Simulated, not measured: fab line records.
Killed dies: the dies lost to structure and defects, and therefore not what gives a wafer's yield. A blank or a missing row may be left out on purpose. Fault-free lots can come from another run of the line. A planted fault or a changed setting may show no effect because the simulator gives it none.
fab line records	flow n5Finfet	part 1 of 2: steps 1 to 4 of 6
record lots=22	wafers=66	lastDay=17
route steps=1938 shown HKMG_FIN@452 GATE_CUT@470
lots that met no fault: from a run of the same line without faults
startH: start of the lot's first displayed wafer, in hours after the record's first day	waitH: hours since the lot's step before	" identical to the entry in the row above	L1.1+2: a row that stands for several wafers	- no value, or no start given	* or withheld: withheld	< > ~ a bound
route shown NAME@n: names a module that has steps shown in the file, with the first one's number in the route	usual: mean/standard deviation taken from wafers without a fault	same: alike in all rows	chamber/n: place in a boat	sites: each site's reading	_std_site: standard deviation across them	_edge_site: inner sites' mean taken away from outer sites' mean	radiusMm: for every site, how far away it sits from the centre of the wafer	mask NAME#n: copy n	behind: the most recent tool/chamber to have shaped the wafer	hold: cause of the lot's hold/its duration in hours/its outcome	device: which transistor (n, p or np) failed to switch	end of line: the tests these same wafers got at the end of their route	a step without rows: its recipe alone	killed: dies lost to structure and defects at the first sort, not the wafer's yield	map: dies across one wafer; x = killed, . = not, _ = none there
set.NAME: the run value of the setting; set.NAME@STEP: its run value at that earlier step	model.NAME: the simulator's own value behind a step, which no gauge read
one table for each step of the route and one row for each wafer, over a sample of lots
services: when a tool's chamber went out of use (startH, in hours from the record's first day, below 0 if earlier), for how many hours, and the reason
## steps
# step N5_HKMG_FIN_STRIP_90
# recipe chemistry=N2/H2	material=SOC	timeS=20	powerW=500	tempC=40	pressureMtorr=50	rfFrequencyHz=6e+07	biasPowerW=8	h2Frac=0.5	n2FlowSccm=300	h2FlowSccm=300
# usual drypumpMotorCurrentA=5.7/0.41	n2FlowSccm=300.0/0.9	oesProductAu=0.79/0.083	rfVppV=54.3/0.81	showerheadPlenumPTorr=3.38/0.1	throttleValvePct=19.10/0.19
lot.wafer	tool	chamber	startH	waitH	drypumpMotorCurrentA	n2FlowSccm	oesProductAu	rfHoursCounterH	rfVppV	showerheadPlenumPTorr	throttleValvePct
L074.2	rieDiel-02	0	78.51	0.0	5.3	300.2	0.96	6	52.5	3.44	19.08
L074.3	"	3	"	"	5.8	300.0	0.92	20	54.6	3.56	18.92
L074.4	"	1	"	"	5.5	300.1	0.75	169	54.0	3.49	19.11
L075.3	rieDiel-04	1	82.80	0.0	5.4	299.2	0.95	20	54.9	3.42	19.23
L075.5	"	0	"	"	6.1	300.6	0.81	-	52.1	3.25	18.54
L075.6	"	3	"	"	5.6	298.8	0.74	-	54.7	3.34	19.30
L076.2	rieDiel-06	0	88.38	0.0	5.9	300.4	0.70	235	54.3	3.43	19.17
L076.5	"	3	"	"	6.0	301.1	0.71	-	53.6	3.33	19.25
L076.6	"	0	"	"	6.0	301.0	0.70	-	54.3	3.43	19.17
L078.1	rieDiel-02	0	104.24	0.0	5.3	299.4	0.94	15	53.6	3.44	19.10
L078.3	"	3	"	"	5.8	298.4	0.89	29	56.0	3.55	18.95
L078.6	"	1	"	"	5.6	299.4	0.74	-	54.0	3.49	19.09
L079.3	rieDiel-02	0	107.77	0.0	5.3	299.6	0.93	16	55.7	3.43	19.11
L079.5	"	1	"	"	5.6	299.3	0.74	-	53.9	3.49	19.13
L079.6	"	0	"	"	5.3	298.2	0.92	-	53.1	3.43	19.10
L080.1	rieDiel-04	0	113.94	0.0	6.2	299.1	0.80	84	54.0	3.24	18.58
L080.4	"	1	"	"	5.4	299.6	0.93	-	53.6	3.42	19.24
L080.5	"	0	"	"	6.1	299.2	0.80	-	53.5	3.24	18.56
L081.2	rieDiel-02	1	121.63	0.0	5.5	298.5	0.74	186	53.8	3.48	19.12
L081.4	"	0	"	"	5.3	298.2	0.91	22	54.8	3.43	19.11
L081.6	"	0	"	"	5.3	299.0	0.90	-	55.2	3.43	19.11
L082.1	rieDiel-06	0	123.61	0.0	6.0	300.2	0.69	254	54.8	3.42	19.19
L082.2	"	3	"	"	5.9	300.0	0.70	225	54.6	3.32	19.29
L082.4	"	0	"	"	6.0	300.3	0.68	-	54.0	3.42	19.21
L083.4	rieDiel-02	1	130.56	0.0	5.6	299.6	0.74	189	54.4	3.48	19.12
L083.5	"	0	"	"	5.3	300.8	0.92	-	54.4	3.43	19.12
L083.6	"	3	"	"	5.8	300.0	0.87	-	54.2	3.55	18.96
L084.3	rieDiel-02	2	137.74	0.0	5.0	300.4	0.73	184	55.3	3.33	19.21
L084.4	"	2	"	"	5.0	300.7	0.72	-	54.2	3.33	19.18
L084.5	"	1	"	"	5.5	300.8	0.73	-	54.4	3.48	19.13
L085.2	rieDiel-04	2	145.53	0.0	6.4	300.6	0.74	174	53.5	3.23	18.87
L085.3	"	1	"	"	5.4	299.3	0.91	44	52.9	3.41	19.27
L085.6	"	2	"	"	6.4	299.6	0.73	-	52.5	3.23	18.90
L086.1	rieDiel-02	0	151.29	0.0	5.3	299.1	0.89	33	54.6	3.43	19.14
L086.2	"	3	"	"	5.8	299.1	0.88	44	55.8	3.54	18.98
L086.4	"	2	"	"	5.0	301.0	0.72	190	53.9	3.33	19.19
L088.1	rieDiel-04	0	162.27	0.0	6.2	299.9	0.78	103	54.7	3.23	18.60
L088.2	"	3	"	"	5.7	299.2	0.72	193	55.7	3.33	19.34
L088.4	"	2	"	"	6.4	300.5	0.73	179	53.3	3.23	18.89
L090.1	rieDiel-02	3	170.71	0.0	5.7	301.0	0.86	51	55.8	3.54	18.99
L090.4	"	2	"	"	5.0	301.1	0.72	-	53.0	3.32	19.22
L090.6	"	3	"	"	5.8	300.9	0.87	-	54.7	3.54	18.98
L089.1	rieDiel-02	3	171.13	0.0	5.8	300.2	0.87	52	53.8	3.54	18.96
L089.4	"	2	"	"	5.0	300.6	0.73	-	54.2	3.32	19.22
L089.6	"	0	"	"	5.3	301.7	0.88	-	53.4	3.42	19.13
L091.1	rieDiel-04	0	178.20	0.0	6.1	299.4	0.78	107	53.0	3.23	18.62
L091.3	"	1	"	"	5.4	300.1	0.89	54	53.6	3.40	19.29
L091.4	"	3	"	"	5.7	300.1	0.72	197	55.4	3.33	19.33
L092.2	rieDiel-04	0	185.48	0.0	6.2	299.6	0.77	109	54.5	3.23	18.65
L092.4	"	3	"	"	5.7	301.0	0.72	200	54.5	3.33	19.36
L092.6	"	2	"	"	6.4	300.5	0.72	-	54.3	3.22	18.92
L093.1	rieDiel-02	2	192.42	0.0	5.0	299.8	0.71	205	54.9	3.32	19.22
L093.5	"	3	"	"	5.8	301.6	0.86	-	54.1	3.53	18.99
L093.6	"	0	"	"	5.3	299.9	0.86	-	54.1	3.42	19.16
L094.2	rieDiel-02	2	197.14	0.0	5.0	300.3	0.72	206	54.6	3.32	19.22
L094.3	"	3	"	"	5.8	301.3	0.85	62	53.4	3.53	19.01
L094.5	"	0	"	"	5.3	299.0	0.86	-	55.0	3.42	19.14
L095.1	rieDiel-04	0	202.46	0.0	6.2	299.1	0.76	115	54.3	3.23	18.62
L095.2	"	3	"	"	5.7	300.1	0.71	206	53.6	3.32	19.36
L095.4	"	2	"	"	6.4	297.8	0.71	192	54.2	3.22	18.92
L096.2	rieDiel-06	2	209.71	0.0	5.3	300.5	0.71	226	53.7	3.18	19.33
L096.3	"	3	"	"	5.9	300.0	0.67	263	53.9	3.30	19.35
L096.4	"	2	"	"	5.3	300.2	0.71	-	54.5	3.18	19.35
L097.2	rieDiel-02	3	215.43	0.0	5.8	299.4	0.84	69	53.5	3.53	19.02
L097.3	"	2	"	"	5.0	299.9	0.71	212	54.0	3.31	19.23
L097.6	"	1	"	"	5.6	300.6	0.72	-	55.2	3.47	19.16
# step N5_HKMG_FIN_ALD_21
# recipe material=TiN	targetThkA=15	tempC=400	aldPrecursorFamily=TiCl4	aldCoReactant=NH3	pulseTimeS=1	purgeTimeS=3	coReactantPurgeTimeS=2	coReactantPulseTimeS=2	aldCycles=68	pressureTorr=3
# usual heaterPowerW=869/77	precursorPulseHeightRel=1.000/0.023	susceptorTempC=400.01/0.24
# same coReactantPurgeTimeS=2
lot.wafer	tool	chamber	startH	waitH	heaterPowerW	precursorPulseHeightRel	susceptorTempC
L074.2	aldMetal-04	3	79.20	0.3	758	1.030	399.76
L074.3	"	2	"	"	843	0.988	400.28
L074.4	"	3	"	"	745	1.061	399.83
L075.3	aldMetal-01	3	83.68	0.2	936	0.990	399.90
L075.5	"	0	"	"	894	0.996	400.16
L075.6	"	3	"	"	940	1.007	400.00
L076.2	aldMetal-04	0	89.18	0.3	788	0.961	400.01
L076.5	"	2	"	"	849	1.002	400.25
L076.6	"	0	"	"	759	1.017	400.16
L078.1	aldMetal-04	2	104.93	0.3	864	1.032	400.00
L078.3	"	3	"	"	748	0.997	400.10
L078.6	"	2	"	"	859	0.979	399.57
L079.3	aldMetal-04	3	108.46	0.1	735	0.997	400.25
L079.5	"	0	"	"	776	0.988	399.78
L079.6	"	2	"	"	867	0.986	400.00
L080.1	aldMetal-04	2	114.62	0.3	857	1.030	400.27
L080.4	"	3	"	"	758	0.984	400.11
L080.5	"	2	"	"	860	1.020	400.03
L081.2	aldMetal-04	0	122.32	0.3	760	0.972	400.09
L081.4	"	2	"	"	845	0.998	400.32
L081.6	"	0	"	"	790	1.004	399.86
L082.1	aldMetal-03	1	124.29	0.3	924	1.008	400.07
L082.2	"	0	"	"	890	1.000	399.82
L082.4	"	3	"	"	860	0.983	400.07
L083.4	aldMetal-03	2	131.38	0.2	853	1.017	399.97
L083.5	"	2	"	"	867	1.018	400.22
L083.6	"	1	"	"	945	0.963	400.11
L084.3	aldMetal-01	0	138.55	0.2	925	0.984	400.28
L084.4	"	1	"	"	978	0.951	399.89
L084.5	"	1	"	"	993	0.963	400.14
L085.2	aldMetal-01	0	146.21	0.3	911	1.015	400.41
L085.3	"	2	"	"	941	0.985	399.60
L085.6	"	0	"	"	902	0.959	400.17
L086.1	aldMetal-03	2	151.98	0.3	870	0.993	400.29
L086.2	"	1	"	"	971	0.991	399.63
L086.4	"	3	"	"	851	0.996	400.14
L088.1	aldMetal-04	2	162.96	0.3	858	0.985	399.90
L088.2	"	3	"	"	761	0.998	399.93
L088.4	"	1	"	"	853	0.997	400.39
L090.1	aldMetal-03	1	171.43	0.3	954	0.989	400.04
L090.4	"	0	"	"	919	1.048	399.62
L090.6	"	1	"	"	938	1.017	400.22
L089.1	aldMetal-01	1	171.86	0.3	987	1.009	400.16
L089.4	"	0	"	"	912	0.992	400.32
L089.6	"	0	"	"	922	1.000	399.97
L091.1	aldMetal-03	0	178.89	0.3	899	1.035	400.21
L091.3	"	2	"	"	843	0.979	399.95
L091.4	"	1	"	"	946	0.998	400.49
L092.2	aldMetal-04	1	186.17	0.3	896	0.981	399.85
L092.4	"	0	"	"	783	0.983	399.88
L092.6	"	1	"	"	898	1.001	400.10
L093.1	aldMetal-03	2	193.11	0.3	840	1.019	399.87
L093.5	"	2	"	"	848	1.024	399.74
L093.6	"	1	"	"	954	0.986	400.45
L094.2	aldMetal-01	3	197.82	0.3	918	0.982	400.05
L094.3	"	0	"	"	923	1.006	400.31
L094.5	"	3	"	"	885	0.964	400.25
L095.1	aldMetal-01	3	203.14	0.3	932	1.036	399.86
L095.2	"	2	"	"	956	1.046	399.85
L095.4	"	0	"	"	915	0.964	399.51
L096.2	aldMetal-04	1	210.39	0.3	869	0.989	399.94
L096.3	"	2	"	"	844	0.997	400.46
L096.4	"	0	"	"	780	0.973	400.44
L097.2	aldMetal-01	1	216.11	0.3	1011	0.975	399.97
L097.3	"	2	"	"	983	0.980	400.27
L097.6	"	1	"	"	975	1.027	400.27
# step N5_GATE_CUT_STRIP_59
# recipe chemistry=N2/H2	timeS=20	powerW=100	tempC=40	pressureMtorr=100	rfFrequencyHz=6e+07	biasPowerW=3	n2FlowSccm=300	h2FlowSccm=300
# usual drypumpMotorCurrentA=5.7/0.52	n2FlowSccm=300.1/0.9	oesProductAu=0.78/0.075	rfVppV=45.3/0.92	showerheadPlenumPTorr=3.38/0.14	throttleValvePct=12.13/0.24
lot.wafer	tool	chamber	startH	waitH	drypumpMotorCurrentA	n2FlowSccm	oesProductAu	rfHoursCounterH	rfVppV	showerheadPlenumPTorr	throttleValvePct
L074.2	rieDiel-03	0	80.97	0.1	6.0	300.2	0.76	133	44.7	3.40	12.33
L074.3	"	3	"	"	5.4	300.7	0.73	200	47.5	3.48	12.27
L074.4	"	1	"	"	6.1	299.8	0.98	9	44.6	3.35	12.00
L075.3	rieDiel-03	3	85.36	0.1	5.4	299.4	0.73	202	44.1	3.48	12.29
L075.5	"	1	"	"	6.1	300.7	0.96	-	45.3	3.35	12.01
L075.6	"	2	"	"	5.1	300.4	0.78	-	46.1	3.23	12.00
L076.2	rieDiel-05	2	90.85	0.1	6.8	298.8	0.83	79	45.2	3.55	11.82
L076.5	"	3	"	"	5.8	300.8	0.73	-	45.4	3.48	11.91
L076.6	"	0	"	"	5.6	301.0	0.79	-	46.0	3.14	12.06
L078.1	rieDiel-05	3	106.60	0.1	5.8	299.0	0.72	189	45.4	3.47	11.92
L078.3	"	1	"	"	6.1	299.5	0.86	38	46.1	3.59	11.88
L078.6	"	3	"	"	5.8	299.2	0.72	-	45.2	3.47	11.90
L079.3	rieDiel-05	0	110.31	0.1	5.6	299.8	0.79	99	45.2	3.14	12.06
L079.5	"	1	"	"	6.1	300.1	0.86	-	44.0	3.59	11.89
L079.6	"	0	"	"	5.6	298.9	0.79	-	44.4	3.14	12.07
L080.1	rieDiel-01	0	116.30	0.1	4.9	300.6	0.90	38	46.0	3.46	12.18
L080.4	"	2	"	"	5.0	299.3	0.71	212	47.1	3.35	12.74
L080.5	"	1	"	"	5.8	298.7	0.89	-	46.2	3.44	11.99
L081.2	rieDiel-05	1	124.35	0.1	6.1	301.3	0.85	44	46.2	3.58	11.91
L081.4	"	0	"	"	5.6	300.6	0.78	104	43.4	3.14	12.10
L081.6	"	2	"	"	6.7	299.8	0.84	-	46.8	3.55	11.85
L082.1	rieDiel-03	2	125.96	0.1	5.1	300.9	0.78	141	44.7	3.23	12.02
L082.2	"	1	"	"	6.1	301.0	0.93	24	44.6	3.34	12.04
L082.4	"	0	"	"	5.9	299.6	0.74	148	44.5	3.39	12.37
L083.4	rieDiel-05	2	133.32	0.1	6.8	300.1	0.83	90	45.4	3.55	11.84
L083.5	"	2	"	"	6.7	299.9	0.83	-	46.6	3.55	11.83
L083.6	"	1	"	"	6.1	299.5	0.84	-	44.6	3.58	11.91
L084.3	rieDiel-01	0	140.22	0.1	4.9	300.3	0.88	46	45.9	3.45	12.21
L084.4	"	2	"	"	5.0	300.1	0.70	-	45.6	3.34	12.75
L084.5	"	0	"	"	4.9	301.4	0.87	-	44.7	3.45	12.21
L085.2	rieDiel-01	3	147.88	0.1	5.4	299.6	0.70	198	44.2	3.24	12.27
L085.3	"	2	"	"	5.0	299.5	0.71	223	45.8	3.34	12.77
L085.6	"	3	"	"	5.4	299.4	0.70	-	45.8	3.24	12.27
L086.1	rieDiel-05	1	153.65	0.1	6.1	301.6	0.83	51	45.2	3.58	11.90
L086.2	"	3	"	"	5.8	298.1	0.70	204	45.9	3.46	11.96
L086.4	"	0	"	"	5.6	300.0	0.77	111	44.7	3.14	12.08
L088.1	rieDiel-03	0	164.65	0.1	5.9	298.8	0.72	160	45.7	3.38	12.40
L088.2	"	3	"	"	5.4	299.7	0.70	227	45.6	3.47	12.35
L088.4	"	1	"	"	6.1	299.6	0.90	36	44.8	3.34	12.05
L090.1	rieDiel-03	3	173.10	0.1	5.5	300.0	0.71	228	44.8	3.47	12.36
L090.4	"	1	"	"	6.1	300.1	0.91	38	44.0	3.33	12.07
L090.6	"	1	"	"	6.1	299.7	0.90	-	45.3	3.33	12.09
L089.1	rieDiel-01	3	173.67	0.1	5.3	300.6	0.68	207	45.7	3.24	12.29
L089.4	"	2	"	"	5.0	301.7	0.68	232	46.4	3.34	12.78
L089.6	"	1	"	"	5.8	298.7	0.86	-	45.0	3.43	12.02
L091.1	rieDiel-05	0	180.65	0.1	5.6	299.2	0.76	119	47.0	3.13	12.13
L091.3	"	2	"	"	6.7	302.3	0.81	103	45.6	3.54	11.89
L091.4	"	1	"	"	6.1	301.1	0.83	60	46.2	3.58	11.95
L092.2	rieDiel-01	0	187.93	0.1	4.9	299.3	0.85	62	44.2	3.44	12.25
L092.4	"	1	"	"	5.8	300.1	0.85	44	45.7	3.43	12.00
L092.6	"	3	"	"	5.4	299.4	0.68	-	44.5	3.24	12.31
L093.1	rieDiel-05	2	194.92	0.1	6.8	299.7	0.81	107	47.2	3.54	11.88
L093.5	"	0	"	"	5.6	300.1	0.77	-	44.5	3.13	12.12
L093.6	"	1	"	"	6.1	299.8	0.83	-	45.3	3.57	11.95
L094.2	rieDiel-03	3	199.50	0.1	5.4	300.3	0.71	236	45.1	3.46	12.38
L094.3	"	0	"	"	5.9	300.2	0.74	167	47.7	3.38	12.43
L094.5	"	0	"	"	5.9	300.4	0.73	-	46.6	3.38	12.42
L095.1	rieDiel-01	0	204.89	0.1	4.9	300.0	0.86	66	45.7	3.44	12.28
L095.2	"	2	"	"	5.0	299.9	0.67	240	45.2	3.33	12.80
L095.4	"	3	"	"	5.3	300.1	0.68	215	45.6	3.23	12.31
L096.2	rieDiel-05	1	212.06	0.1	6.1	299.2	0.82	68	45.6	3.57	11.95
L096.3	"	2	"	"	6.8	301.7	0.80	111	46.0	3.54	11.88
L096.4	"	0	"	"	5.6	301.3	0.76	128	44.6	3.13	12.14
L097.2	rieDiel-03	2	218.40	0.1	5.1	300.6	0.75	169	45.8	3.21	12.11
L097.3	"	3	"	"	5.4	299.4	0.69	242	45.7	3.46	12.40
L097.6	"	1	"	"	6.1	300.0	0.89	-	46.2	3.33	12.12
# step N5_GATE_CUT_HM_DEP_46
# recipe material=SiO2	targetThkA=1300	tempC=400	precursor=TEOS/O2	pressureTorr=6.5	rfW=900	teosFlowSccm=161.4	gas=O2	flowSccm=2650	timeS=26.6
# usual heaterPowerW=569/110	showerheadPlenumPTorr=8.324/0.023	susceptorTempC=399.98/0.24	throttleValvePct=18.9/1.4
lot.wafer	tool	chamber	startH	waitH	heaterPowerW	showerheadPlenumPTorr	susceptorTempC	throttleValvePct
L074.2	pecvd-01	0	83.97	0.0	590	8.347	399.97	18.2
L074.3	"	2	"	"	385	8.330	399.92	16.8
L074.4	"	0	"	"	595	8.328	399.89	18.4
L075.3	pecvd-01	1	88.26	0.0	470	8.327	400.10	20.9
L075.5	"	2	"	"	386	8.356	399.91	17.0
L075.6	"	0	"	"	722	8.360	400.16	18.4
L076.2	pecvd-01	2	93.67	0.0	420	8.320	400.13	17.1
L076.5	"	0	"	"	733	8.351	400.09	18.3
L076.6	"	1	"	"	558	8.330	400.07	20.8
L078.1	pecvd-03	1	109.41	0.0	712	8.314	399.98	19.4
L078.3	"	0	"	"	643	8.319	399.99	19.3
L078.6	"	2	"	"	559	8.308	399.92	17.9
L079.3	pecvd-04	1	113.17	0.1	651	8.363	399.89	21.5
L079.5	"	1	"	"	672	8.344	400.13	21.3
L079.6	"	0	"	"	538	8.276	400.16	18.8
L080.1	pecvd-01	1	119.12	0.0	429	8.295	399.80	20.7
L080.4	"	2	"	"	373	8.350	399.50	17.0
L080.5	"	1	"	"	442	8.310	400.02	20.7
L081.2	pecvd-03	0	127.16	0.0	673	8.306	399.74	19.2
L081.4	"	1	"	"	703	8.327	399.88	19.5
L081.6	"	0	"	"	684	8.338	399.67	19.1
L082.1	pecvd-03	2	129.24	0.0	553	8.310	400.29	17.8
L082.2	"	1	"	"	682	8.319	400.46	19.3
L082.4	"	0	"	"	731	8.318	399.61	19.6
L083.4	pecvd-03	0	136.30	0.1	737	8.298	400.39	19.3
L083.5	"	2	"	"	539	8.313	400.09	17.8
L083.6	"	1	"	"	535	8.323	399.80	19.3
L084.3	pecvd-01	2	143.06	0.0	406	8.312	400.19	17.2
L084.4	"	1	"	"	565	8.337	400.40	21.1
L084.5	"	2	"	"	409	8.340	400.22	16.9
L085.2	pecvd-03	1	150.72	0.0	668	8.330	399.86	19.3
L085.3	"	2	"	"	570	8.307	400.30	18.1
L085.6	"	1	"	"	671	8.324	399.82	19.3
L086.1	pecvd-01	2	156.65	0.0	425	8.339	399.96	17.1
L086.2	"	1	"	"	460	8.341	399.96	20.7
L086.4	"	1	"	"	489	8.323	400.04	20.8
L088.1	pecvd-01	0	167.49	0.0	692	8.339	399.94	18.4
L088.2	"	1	"	"	557	8.314	399.65	20.4
L088.4	"	1	"	"	576	8.333	399.91	20.5
L090.1	pecvd-03	2	175.93	0.0	487	8.312	399.62	18.0
L090.4	"	2	"	"	492	8.310	399.49	18.0
L090.6	"	0	"	"	678	8.331	400.32	19.2
L089.1	pecvd-01	1	176.50	0.0	491	8.330	399.96	20.3
L089.4	"	0	"	"	685	8.333	400.05	18.2
L089.6	"	1	"	"	500	8.322	400.03	20.8
L091.1	pecvd-01	1	183.48	0.0	555	8.325	399.82	20.5
L091.3	"	2	"	"	466	8.326	400.08	17.1
L091.4	"	0	"	"	733	8.325	399.39	18.5
L092.2	pecvd-04	2	191.88	0.0	497	8.316	399.61	17.2
L092.4	"	0	"	"	434	8.264	400.15	18.6
L092.6	"	2	"	"	508	8.310	399.70	17.2
L093.1	pecvd-03	1	197.79	0.0	693	8.321	399.78	19.2
L093.5	"	1	"	"	686	8.320	400.04	19.1
L093.6	"	2	"	"	520	8.328	400.12	18.1
L094.2	pecvd-04	1	202.31	0.0	594	8.359	399.52	21.4
L094.3	"	0	"	"	481	8.288	400.24	18.9
L094.5	"	0	"	"	487	8.284	400.48	18.6
L095.1	pecvd-03	0	207.82	0.0	625	8.311	399.88	19.5
L095.2	"	2	"	"	521	8.313	399.46	18.2
L095.4	"	0	"	"	623	8.315	399.99	19.6
L096.2	pecvd-04	2	214.88	0.0	563	8.304	399.94	17.1
L096.3	"	1	"	"	686	8.366	400.05	21.3
L096.4	"	0	"	"	436	8.280	400.05	19.0
L097.2	pecvd-04	1	221.21	0.0	688	8.366	399.68	21.6
L097.3	"	2	"	"	626	8.318	399.92	17.5
L097.6	"	1	"	"	683	8.334	399.54	21.6
